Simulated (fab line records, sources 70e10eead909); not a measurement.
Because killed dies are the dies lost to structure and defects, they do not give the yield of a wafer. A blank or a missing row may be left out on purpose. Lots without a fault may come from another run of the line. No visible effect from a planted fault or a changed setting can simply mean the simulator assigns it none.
fab line records -- flow nand_harc
record lots=5, wafers=15, last_day=22
route steps=1159 shown A_M0@1004 A_M1@1026 END@1159
lots that met no fault: from a run of the same line without faults
start_h: the number of hours between the record's first day and the start of the first shown wafer of the lot -- wait_h: hours elapsed since this lot's preceding step -- " unchanged from the row above -- L1.1+2: one row covering several wafers at once -- - either no value or no given start -- * or withheld: withheld -- < > ~ a bound
route shown NAME@n: names a module that has steps shown in the file, with the first one's number in the route -- usual: mean/standard deviation of fault-free wafers -- same: alike in all rows -- chamber/n: place in a boat -- sites: the reading at each site -- _std_site: standard deviation across them -- _edge_site: inner sites' mean taken away from outer sites' mean -- radius_mm: how far each site lies from the wafer's centre -- mask NAME#n: copy n -- behind: the most recent tool/chamber to have shaped the wafer -- hold: why the lot went on hold/how many hours it stayed there/how the hold came to an end -- device: whichever transistor did not switch (one of n, p or np) -- end of line: at the end of the route, the tests of the same wafers -- where a step has no rows: the recipe by itself -- killed: the dies lost at the first sort to structure and to defects; this is not the yield of the wafer -- map: dies across one wafer; x = killed, . = not, _ = none there
set.NAME: the setting as run; set.NAME@STEP: as run at that earlier step -- model.NAME: the simulator's own value behind a step, which no gauge read
lots at selected steps of the route; one table per step, one row per wafer
services: when a tool's chamber went out of use (start_h, in hours from the record's first day, below 0 if earlier), for how many hours, and the reason
## steps
# step NHARC_A_M0_CD_MEAS_09
# recipe target_cd_nm=80, landing_energy_ev=500
# usual cd_nm=80.3/0.76
lot.wafer,tool,chamber,start_h,wait_h,cd_nm
L145.1,cd_sem-02,0,417.64,-,80.5
L145.4,cd_sem-02,0,417.64,-,81.5
L145.5,cd_sem-02,0,417.64,-,81.2
L147.1,cd_sem-03,0,452.20,-,79.9
L147.5,cd_sem-03,0,452.20,-,79.8
L147.6,cd_sem-03,0,452.20,-,81.1
L151.1,cd_sem-02,0,455.50,-,80.7
L151.2,cd_sem-02,0,455.50,-,80.9
L151.3,cd_sem-02,0,455.50,-,80.9
L153.3,cd_sem-03,0,462.71,-,79.8
L153.5,cd_sem-03,0,462.71,-,78.8
L153.6,cd_sem-03,0,462.71,-,79.8
L156.1,cd_sem-01,0,491.34,-,79.5
L156.2,cd_sem-01,0,491.34,-,80.1
L156.6,cd_sem-01,0,491.34,-,79.8
# step NHARC_A_M0_OVL_MEAS_10
# recipe pitch_nm=160
# usual overlay_x_nm=-0.1/0.75, overlay_y_nm=0.1/0.81
lot.wafer,tool,chamber,start_h,wait_h,overlay_x_nm,overlay_y_nm
L145.1,overlay-01,-,417.73,-,0.4,1.2
L145.4,overlay-01,-,417.73,-,0.3,1.7
L145.5,overlay-01,-,417.73,-,0.1,0.8
L147.1,overlay-02,-,452.29,-,1.4,-0.1
L147.5,overlay-02,-,452.29,-,0.7,0.2
L147.6,overlay-02,-,452.29,-,0.3,0.0
L151.1,overlay-02,-,455.59,-,-1.4,-0.3
L151.2,overlay-02,-,455.59,-,-1.3,0.0
L151.3,overlay-02,-,455.59,-,-2.1,-0.1
L153.3,overlay-01,-,462.80,-,0.2,-0.6
L153.5,overlay-01,-,462.80,-,0.3,0.1
L153.6,overlay-01,-,462.80,-,0.6,-0.7
L156.1,overlay-01,-,491.43,-,0.4,0.4
L156.2,overlay-01,-,491.43,-,0.6,0.3
L156.6,overlay-01,-,491.43,-,0.6,0.5
# step NHARC_A_M0_INSPECT_11
# usual raw_defect_count=30/16
lot.wafer,tool,chamber,start_h,wait_h,raw_defect_count
L145.1,defect_inspect-01,-,417.77,0.0,9
L145.4,defect_inspect-01,-,417.77,0.0,9
L145.5,defect_inspect-01,-,417.77,0.0,8
L147.1,defect_inspect-01,-,452.33,0.0,36
L147.5,defect_inspect-01,-,452.33,0.0,30
L147.6,defect_inspect-01,-,452.33,0.0,38
L151.1,defect_inspect-02,-,455.63,0.0,22
L151.2,defect_inspect-02,-,455.63,0.0,38
L151.3,defect_inspect-02,-,455.63,0.0,37
L153.3,defect_inspect-01,-,462.83,0.0,50
L153.5,defect_inspect-01,-,462.83,0.0,45
L153.6,defect_inspect-01,-,462.83,0.0,50
L156.1,defect_inspect-02,-,491.47,0.0,12
L156.2,defect_inspect-02,-,491.47,0.0,18
L156.6,defect_inspect-02,-,491.47,0.0,12
# step NHARC_A_M0_DESCUM_14
# recipe time_s=3, o2_flow_sccm=200, ar_flow_sccm=0, bias_power_w=0, chemistry=O2
# step NHARC_A_M0_ETCH_34
# recipe target_depth_a=400, overetch_a=120, time_s=43.94, ion_energy_ev=200, n2_flow_sccm=150, h2_flow_sccm=150, ar_flow_sccm=0, rf_w=400, bias_w=150, chemistry=N2/H2
# step NHARC_A_M0_ETCH_15
# recipe target_depth_a=1500, overetch_a=150, time_s=82.5, c4f8_flow_sccm=withheld, ar_flow_sccm=400, rf_w=600, bias_w=300, chemistry=C4F8/Ar
# step NHARC_A_M0_CD_MEAS_16
# usual cd_nm=80.2/0.77
lot.wafer,tool,chamber,start_h,wait_h,cd_nm
L145.1,cd_sem-01,-,418.13,-,80.7
L145.4,cd_sem-01,-,418.13,-,81.1
L145.5,cd_sem-01,-,418.13,-,80.7
L147.1,cd_sem-02,-,452.69,-,78.8
L147.5,cd_sem-02,-,452.69,-,78.9
L147.6,cd_sem-02,-,452.69,-,80.6
L151.1,cd_sem-01,-,455.98,-,80.5
L151.2,cd_sem-01,-,455.98,-,80.4
L151.3,cd_sem-01,-,455.98,-,80.2
L153.3,cd_sem-03,-,463.20,-,80.5
L153.5,cd_sem-03,-,463.20,-,80.4
L153.6,cd_sem-03,-,463.20,-,79.1
L156.1,cd_sem-02,-,491.83,-,79.5
L156.2,cd_sem-02,-,491.83,-,80.1
L156.6,cd_sem-02,-,491.83,-,80.8
# step NHARC_A_M0_STRIP_18
# recipe power_w=1000, n2_flow_sccm=150, h2_flow_sccm=150, ar_flow_sccm=0, bias_w=0, chemistry=N2/H2
# step NHARC_A_M0_STRIP_19
# recipe time_s=600, temp_c=30, chemistry=post_etch_residue_remover
# step NHARC_A_M0_DEGAS_28
# recipe temp_c=250, time_s=60
# usual heater_power_w=322/35
lot.wafer,tool,chamber,start_h,wait_h,heater_power_w
L145.4,pvd_sputter-01,-,418.76,-,333
L145.1,pvd_sputter-01,-,418.76,-,336
L145.5,pvd_sputter-01,-,418.76,-,387
L147.1,pvd_sputter-03,-,453.34,-,320
L147.5,pvd_sputter-03,-,453.34,-,328
L147.6,pvd_sputter-03,-,453.34,-,234
L151.1,pvd_sputter-02,-,456.65,-,334
L151.2,pvd_sputter-02,-,456.65,-,312
L151.3,pvd_sputter-02,-,456.65,-,354
L153.3,pvd_sputter-01,-,463.81,-,328
L153.5,pvd_sputter-01,-,463.81,-,389
L153.6,pvd_sputter-01,-,463.81,-,344
L156.2,pvd_sputter-03,-,492.44,-,326
L156.1,pvd_sputter-03,-,492.44,-,259
L156.6,pvd_sputter-03,-,492.44,-,333
# step NHARC_A_M0_PRE_CLEAN_29
# recipe time_s=30, temp_c=280, gas=H2/He
# step NHARC_A_M0_PVD_20
# recipe target_thk_a=50, bias_v=168.6, power_w=15000, chamber_pressure_pa=0.12, time_s=8.06, substrate_temp_c=50, material=TaN
# step NHARC_A_M0_PVD_21
# recipe target_thk_a=300, chamber_pressure_pa=5, power_w=5000, substrate_temp_c=30, time_s=20.49, material=Cu
# usual throttle_valve_pct=30.5/1.1
lot.wafer,tool,chamber,start_h,wait_h,throttle_valve_pct
L145.1,pvd_sputter-01,-,419.00,-,31.4
L145.4,pvd_sputter-01,-,419.00,-,31.6
L145.5,pvd_sputter-01,-,419.00,-,29.9
L147.1,pvd_sputter-03,-,453.57,-,31.8
L147.5,pvd_sputter-03,-,453.57,-,30.6
L147.6,pvd_sputter-03,-,453.57,-,28.6
L151.2,pvd_sputter-02,-,456.88,-,30.6
L151.3,pvd_sputter-02,-,456.88,-,29.6
L151.1,pvd_sputter-02,-,456.88,-,31.0
L153.3,pvd_sputter-01,-,464.18,-,31.6
L153.6,pvd_sputter-01,-,464.18,-,30.3
L153.5,pvd_sputter-01,-,464.18,-,29.9
L156.1,pvd_sputter-03,-,492.68,-,32.1
L156.2,pvd_sputter-03,-,492.68,-,29.6
L156.6,pvd_sputter-03,-,492.68,-,30.7
# step NHARC_A_M0_ECD_22
# recipe target_thk_a=4000, bath_temp_c=25, material=Cu
# step NHARC_A_M0_ANNEAL_30
# recipe temp_c=225, time_s=90
# usual wafer_temp_C_max=226.08/0.27
lot.wafer,tool,chamber,start_h,wait_h,wafer_temp_C_max
L145.1,rtp_anneal-02,0,419.49,0.3,226.08
L145.4,rtp_anneal-02,0,419.49,0.3,225.79
L145.5,rtp_anneal-02,0,419.49,0.3,226.29
L147.1,rtp_anneal-01,0,454.42,0.3,225.74
L147.5,rtp_anneal-01,0,454.42,0.3,226.55
L147.6,rtp_anneal-01,0,454.42,0.3,226.01
L151.1,rtp_anneal-01,0,457.39,0.3,226.02
L151.2,rtp_anneal-01,0,457.39,0.3,226.41
L151.3,rtp_anneal-01,0,457.39,0.3,226.25
L153.3,rtp_anneal-02,0,464.80,0.3,225.70
L153.5,rtp_anneal-02,0,464.80,0.3,225.97
L153.6,rtp_anneal-02,0,464.80,0.3,225.71
L156.1,rtp_anneal-02,0,493.18,-,225.89
L156.2,rtp_anneal-02,0,493.18,-,225.82
L156.6,rtp_anneal-02,0,493.18,-,225.98
# step NHARC_A_M0_CMP_23
# recipe t_overpolish_s=20, target_thk_nm=113.75
# step NHARC_A_M0_SRD_25
# step NHARC_A_M0_PRE_CLEAN_31
# recipe time_s=12, temp_c=370, rf_power_w=300, gas=NH3
# step NHARC_A_M0_DEP_32
# recipe target_thk_a=300, temp_c=370, target_thk_nm=30, pressure_torr=3, flow_sccm=200, rf_w=450, material=SiCN
# usual heater_power_outer_w=334/57, heater_power_w=580/75
lot.wafer,tool,chamber,start_h,wait_h,heater_power_outer_w,heater_power_w
L145.1,pecvd-03,0,420.57,0.1,391,651
L145.4,pecvd-03,0,420.57,0.1,384,649
L145.5,pecvd-03,1,420.57,0.1,391,639
L147.1,pecvd-03,1,455.38,0.1,330,556
L147.5,pecvd-03,1,455.38,0.1,336,551
L147.6,pecvd-03,2,455.38,0.1,263,500
L151.2,pecvd-01,2,458.36,0.1,422,673
L151.1,pecvd-01,0,458.36,0.1,230,424
L151.3,pecvd-01,1,458.36,0.1,334,616
L153.3,pecvd-02,0,465.72,0.1,268,474
L153.6,pecvd-02,0,465.72,0.1,279,443
L153.5,pecvd-02,1,465.72,0.1,354,591
L156.2,pecvd-01,0,494.15,0.1,293,530
L156.1,pecvd-01,2,494.15,0.1,355,606
L156.6,pecvd-01,2,494.15,0.1,358,591
# step NHARC_A_M1_DEP_00
# recipe target_thk_a=1825, target_thk_nm=182.5, temp_c=withheld, pressure_torr=5, flow_sccm=200, rf_w=600, material=SiOC
# step NHARC_A_M1_DEHYDRATE_01
# recipe temp_c=150, time_s=120
# step NHARC_A_M1_HMDS_02
# recipe time_s=30
# step NHARC_A_M1_COAT_34
# recipe temp_c=200, time_s=65
# step NHARC_A_M1_COAT_03
# recipe spin_rpm=1500, resist_thk_nm=90
# step NHARC_A_M1_SOFTBAKE_04
# recipe temp_c=105, time_s=55
# step NHARC_A_M1_EBR_05
# step NHARC_A_M1_EXPOSE_06
# recipe na=1.35, target_cd_nm=120, dose_mj=75.13, mask_id=A_M1
# step NHARC_A_M1_PEB_07
# recipe peb_temp_c=100, peb_time_s=65
# step NHARC_A_M1_DEVELOP_08
# recipe develop_time_s=35, dev_temp_c=23
# step NHARC_A_M1_CD_MEAS_09
# recipe target_cd_nm=120, landing_energy_ev=500
# usual cd_nm=119.4/0.62
lot.wafer,tool,chamber,start_h,wait_h,cd_nm
L145.1,cd_sem-02,0,421.68,-,119.4
L145.4,cd_sem-02,0,421.68,-,118.5
L145.5,cd_sem-02,0,421.68,-,118.6
L147.1,cd_sem-02,0,456.63,-,118.4
L147.5,cd_sem-02,0,456.63,-,117.7
L147.6,cd_sem-02,0,456.63,-,119.3
L151.1,cd_sem-02,0,459.48,-,119.2
L151.2,cd_sem-02,0,459.48,-,119.4
L151.3,cd_sem-02,0,459.48,-,120.1
L153.3,cd_sem-02,0,466.81,-,120.0
L153.5,cd_sem-02,0,466.81,-,120.5
L153.6,cd_sem-02,0,466.81,-,120.1
L156.1,cd_sem-01,0,495.40,-,119.3
L156.2,cd_sem-01,0,495.40,-,120.0
L156.6,cd_sem-01,0,495.40,-,119.5
# step NHARC_A_M1_OVL_MEAS_10
# recipe pitch_nm=240
# usual overlay_x_nm=0.0/0.92, overlay_y_nm=-0.3/0.94
lot.wafer,tool,chamber,start_h,wait_h,overlay_x_nm,overlay_y_nm
L145.1,overlay-01,-,421.77,-,-0.2,0.2
L145.4,overlay-01,-,421.77,-,0.0,0.1
L145.5,overlay-01,-,421.77,-,-0.2,-0.2
L147.1,overlay-01,-,456.72,-,-0.5,0.0
L147.5,overlay-01,-,456.72,-,-0.4,0.4
L147.6,overlay-01,-,456.72,-,0.0,-0.4
L151.1,overlay-02,-,459.57,-,-2.2,0.1
L151.2,overlay-02,-,459.57,-,-2.0,0.0
L151.3,overlay-02,-,459.57,-,-2.8,-0.2
L153.3,overlay-02,-,466.90,-,0.1,0.3
L153.5,overlay-02,-,466.90,-,0.4,-0.2
L153.6,overlay-02,-,466.90,-,0.2,0.4
L156.1,overlay-01,-,495.49,-,-0.4,0.1
L156.2,overlay-01,-,495.49,-,-0.6,-0.5
L156.6,overlay-01,-,495.49,-,-0.9,-0.1
# step NHARC_A_M1_DESCUM_14
# recipe time_s=3, o2_flow_sccm=200, ar_flow_sccm=0, bias_power_w=0, chemistry=O2
# usual drypump_motor_current_A=5.6/0.39, oes_product_au=1.004/0.014, rf_vpp_V=57.9/0.91, showerhead_plenum_p_Torr=1.96/0.07, throttle_valve_pct=11.310/0.0096
lot.wafer,tool,chamber,start_h,wait_h,drypump_motor_current_A,oes_product_au,rf_hours_counter_h,rf_vpp_V,showerhead_plenum_p_Torr,throttle_valve_pct
L145.4,rie_diel-02,1,421.90,0.1,6.1,1.009,6,57.2,1.96,11.314
L145.1,rie_diel-02,2,421.90,0.1,6.0,1.025,4,55.7,1.82,11.318
L145.5,rie_diel-02,3,421.90,0.1,5.4,1.002,-,56.7,1.99,11.312
L147.1,rie_diel-09,1,456.86,0.1,5.8,0.977,0,57.5,1.87,11.305
L147.5,rie_diel-09,2,456.86,0.1,5.3,0.997,-,58.2,2.00,11.295
L147.6,rie_diel-09,1,456.86,0.1,5.8,0.972,-,57.5,1.87,11.319
L151.2,rie_diel-02,3,459.67,0.1,5.4,0.991,8,58.6,1.99,11.320
L151.3,rie_diel-02,0,459.67,0.1,5.2,1.018,8,57.1,2.00,11.298
L151.1,rie_diel-02,1,459.67,0.1,6.1,1.007,8,58.1,1.96,11.316
L153.3,rie_diel-02,0,467.01,0.1,5.2,1.023,8,57.1,2.00,11.326
L153.5,rie_diel-02,2,467.01,0.1,6.0,1.038,-,58.3,1.82,11.313
L153.6,rie_diel-02,3,467.01,0.1,5.4,1.007,-,59.9,1.99,11.311
L156.2,rie_diel-02,0,495.61,0.1,5.1,1.022,11,57.8,2.00,11.310
L156.1,rie_diel-02,1,495.61,0.1,6.1,1.013,10,58.5,1.95,11.321
L156.6,rie_diel-02,0,495.61,0.1,5.1,1.021,-,57.3,2.00,11.310
# step NHARC_A_M1_ETCH_35
# recipe target_depth_a=400, overetch_a=120, time_s=43.94, ion_energy_ev=200, n2_flow_sccm=150, h2_flow_sccm=150, ar_flow_sccm=0, rf_w=400, bias_w=150, chemistry=N2/H2
# step NHARC_A_M1_ETCH_15
# recipe target_depth_a=1825, time_s=91.2, c4f8_flow_sccm=withheld, ar_flow_sccm=400, rf_w=600, bias_w=300, chemistry=C4F8/Ar
# usual oes_product_au=0.957/0.024, rf_vpp_V=442.0/2.4
lot.wafer,tool,chamber,start_h,wait_h,oes_product_au,rf_hours_counter_h,rf_vpp_V
L145.4,rie_diel-02,2,-,-,0.945,4,437.4
L145.1,rie_diel-02,3,-,-,0.917,6,442.8
L145.5,rie_diel-02,2,-,-,0.926,-,437.0
L147.1,rie_diel-09,1,-,-,0.920,0,439.6
L147.6,rie_diel-09,2,-,-,0.949,-,444.3
L147.5,rie_diel-09,0,-,-,0.947,-,443.1
L151.2,rie_diel-02,2,-,-,0.936,7,438.4
L151.1,rie_diel-02,3,-,-,0.921,8,442.5
L151.3,rie_diel-02,0,-,-,0.951,8,445.1
L153.3,rie_diel-02,0,-,-,0.940,8,443.4
L153.5,rie_diel-02,3,-,-,0.921,-,443.0
L153.6,rie_diel-02,0,-,-,0.948,-,442.6
L156.1,rie_diel-02,0,-,-,0.983,11,442.7
L156.2,rie_diel-02,3,-,-,0.960,10,444.2
L156.6,rie_diel-02,0,-,-,0.979,-,444.3
# step NHARC_A_M1_CD_MEAS_16
# usual cd_nm=119.3/0.96
lot.wafer,tool,chamber,start_h,wait_h,cd_nm
L145.1,cd_sem-01,-,422.19,-,117.5
L145.4,cd_sem-01,-,422.19,-,118.5
L145.5,cd_sem-01,-,422.19,-,118.7
L147.1,cd_sem-01,-,457.22,-,117.2
L147.5,cd_sem-01,-,457.22,-,117.0
L147.6,cd_sem-01,-,457.22,-,118.6
L151.1,cd_sem-02,-,459.98,-,118.6
L151.2,cd_sem-02,-,459.98,-,119.3
L151.3,cd_sem-02,-,459.98,-,120.8
L153.3,cd_sem-01,-,467.30,-,120.6
L153.5,cd_sem-01,-,467.30,-,119.9
L153.6,cd_sem-01,-,467.30,-,120.4
L156.1,cd_sem-02,-,495.91,-,119.0
L156.2,cd_sem-02,-,495.91,-,120.5
L156.6,cd_sem-02,-,495.91,-,119.4
# step NHARC_A_M1_STRIP_18
# recipe power_w=1000, n2_flow_sccm=150, h2_flow_sccm=150, ar_flow_sccm=0, bias_w=0, chemistry=N2/H2
# step NHARC_A_M1_ETCH_28
# recipe target_depth_a=300, over_etch_frac=0.3, time_s=72.99, ion_energy_ev=150, cf4_flow_sccm=50, n2_flow_sccm=100, ar_flow_sccm=150, rf_w=300, bias_w=100, chemistry=CF4/N2
# step NHARC_A_M1_STRIP_19
# recipe time_s=600, temp_c=30, chemistry=post_etch_residue_remover
# step NHARC_END_SORT_01
# recipe temp_c=25
# usual defect_limited_yield=95.3/1.6, killed_at_array=27/12, killed_at_other=0.8/1, killed_at_periphery=4.0/2.5, killed_dies=32/11, killed_open=3.3/1.8, killed_short=2.0/1.5, sort_bin_2_pct=1.5/0.59, sort_bin_3_pct=0.27/0.22, sort_bin_4_pct=3.0/1.1, sort_n_pass=645/11, sort_rim_yield_pct=95.6/2.7, sort_yield_pct=95.3/1.6
# same gross_dies=677, sort_bin_5_pct[%]=0, sort_bin_6_pct[%]=0, sort_bin_7_pct[%]=0, sort_bin_8_pct[%]=0, sort_rim_n_gross=106.00
lot.wafer,tool,chamber,start_h,wait_h,defect_limited_yield[%],killed_at_array,killed_at_other,killed_at_periphery,killed_dies,killed_open,killed_short,sort_bin_2_pct[%],sort_bin_3_pct[%],sort_bin_4_pct[%],sort_n_pass,sort_rim_yield_pct[%],sort_yield_pct[%]
L145.1,prober-01,0,464.41,2.5,97.5,14,0,3,17,4,3,1.0,0.30,1.2,660,96.2,97.5
L145.4,prober-01,0,466.78,3.4,98.4,8,0,3,11,2,1,0.4,0.15,1.0,666,100.0,98.4
L145.5,prober-01,0,467.57,3.7,98.5,9,0,1,10,4,0,0.9,0,0.6,667,98.1,98.5
L153.3,prober-02,0,505.79,3.1,81.8,119,2,2,123,1,0,7.2,4.43,6.5,554,90.6,81.8
L153.5,prober-02,0,507.38,3.7,85.8,92,1,3,96,9,1,5.0,2.81,6.4,581,85.8,85.8
L153.6,prober-02,0,508.18,4.0,83.0,110,1,4,115,2,1,8.6,3.40,5.0,562,84.9,83.0
# killed by level:class
L145.1 A_M0:geometric_particle:short=3 A_CONTACT:chamber_film_flake=3 A_CONTACT:geometric_particle:open=2 P_ZERO_WELL:chamber_film_flake=2 A_CHANNEL_HOLE_D1:chamber_film_flake=2 A_BLC:geometric_particle:open=1 A_M1:geometric_particle:open=1 P_M2:chamber_film_flake=1
L145.4 A_CHANNEL_HOLE_D1:chamber_film_flake=4 P_ZERO_WELL:chamber_film_flake=2 A_ZERO_WELL:chamber_film_flake=2 P_CONTACT:geometric_particle:open=1 A_CONTACT:geometric_particle:short=1 A_M0:geometric_particle:open=1
L145.5 A_STAIRCASE:chamber_film_flake=3 A_CONTACT:geometric_particle:open=2 A_WL_FILL:geometric_particle:open=1 A_BLC:geometric_particle:open=1 P_ZERO_WELL:chamber_film_flake=1 A_SLIT:chamber_film_flake=1 A_BLC:chamber_film_flake=1
L153.3 A_M0:unspecified=87 A_CHANNEL_HOLE_D1:chamber_film_flake=15 A_SLIT:chamber_film_flake=11 A_SGD_CUT:chamber_film_flake=3 P_M2:geometric_particle:open=1 P_M2:chamber_film_flake=1 A_CHANNEL_FILL_D1:chamber_film_flake=1 A_CONTACT:chamber_film_flake=1
L153.5 A_M0:unspecified=51 A_CHANNEL_HOLE_D1:chamber_film_flake=15 A_SLIT:chamber_film_flake=11 A_CHANNEL_FILL_D1:geometric_particle:open=3 A_WL_FILL:chamber_film_flake=3 A_CONTACT:geometric_particle:open=2 A_STAIRCASE:chamber_film_flake=2 P_STI:geometric_particle:open=1
L153.6 A_M0:unspecified=75 A_CHANNEL_HOLE_D1:chamber_film_flake=21 A_SLIT:chamber_film_flake=11 P_GATE:geometric_particle:short=1 P_M2:geometric_particle:open=1 A_M1:geometric_particle:open=1 P_ZERO_WELL:chamber_film_flake=1 P_M2:chamber_film_flake=1
# map L153.3 (x killed, . not)
____________.____________
_________......._________
_______..........._______
______.............______
_____..............._____
____.................____
____....x............____
___.....x..x..........___
___........x.x........___
__.......x.xxx.........__
__.....xxxxxxx.x.......__
_x...x.xxxxxxxx........._
_x....xxxxxxxxx........x_
_......xxxxxxx.........._
_......xxxxxxxx........._
_...x.xxxxxxxxxx.......x_
..x...x.xxxxxxx..........
.......xxxxxxx...........
........xxxxx............
........xxxxx...x........
.........x.xx............
_..........x............_
_......................._
_......................._
_......................._
_......................._
__.....................__
__...............xxx...__
___.........x....x.xx.___
___..............xxx..___
____........x....xxx.____
____.........x...x...____
_____.........xx..xx_____
______......x...xx.______
_______.......xxx._______
_________....x.._________
____________.____________
# map L145.1 (x killed, . not)
____________.____________
_________......._________
_______..........._______
______.............______
_____..............._____
____.................____
____.................____
___..............x....___
___..................x___
__.....................__
__......x..............__
_......................._
_x.......x.............._
_..........x............_
_..............x........_
_x.............x........_
...............x.........
.........................
...............x.........
......x.................x
.........................
_.......x..............._
_......................._
_......................._
_......................._
_.............x........._
__.....................__
__.....................__
___...................___
___...................___
____........x........____
____.................____
_____..............._____
______.........x...______
_______..........._______
_________......._________
____________.____________
## services
tool,chamber,start_h,hours,kind
pvd_sputter-01,-,399.50,2.3,repair
rie_diel-02,2,399.75,10.0,repair
rie_diel-02,0,410.24,-,clean
rie_diel-02,1,410.24,-,clean
rie_diel-02,2,410.24,-,clean
rie_diel-02,3,410.24,-,clean
rie_diel-09,1,413.69,5.7,repair
pecvd-01,-,418.10,13.0,pm
rie_diel-09,-,431.10,9.0,pm
rie_diel-02,0,434.74,-,clean
rie_diel-02,1,434.74,-,clean
rie_diel-02,2,434.74,-,clean
rie_diel-02,3,434.74,-,clean
rie_diel-09,3,455.31,9.3,repair
pvd_sputter-03,-,458.03,10.0,pm
rie_diel-02,0,459.24,-,clean
rie_diel-02,1,459.24,-,clean
rie_diel-02,2,459.24,-,clean
rie_diel-02,3,459.24,-,clean
pecvd-03,0,460.27,20.5,repair
rie_diel-09,1,468.50,5.8,repair
pecvd-02,1,470.22,4.9,repair
pecvd-03,-,473.27,13.0,pm
pecvd-02,1,493.73,6.4,repair
## key
first_sign step=NHARC_END_SORT_01, reading=killed_dies, direction=up, sigmas=7.2, usual=32, struck=111
effect step=NHARC_END_SORT_01, reading=defect_limited_yield, direction=down, sigmas=7.2, usual=95.3, struck=83.6
more_kills_born_at NHARC_A_M0_PVD_21@pvd_sputter-01=213
met_at NHARC_A_M0_PVD_21
struck_wafers L153.3,L153.5,L153.6
onset_between 419.00 464.18
also_fits NHARC_A_M0_DEGAS_28:pvd_sputter-01,NHARC_A_M0_DEP_32:pecvd-02
fault kind=chamber_particle_source, tool=pvd_sputter-01, chamber=-, onset_h=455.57, steps=NHARC_A_M0_PVD_21, rate_per_visit_cm2=0.83291
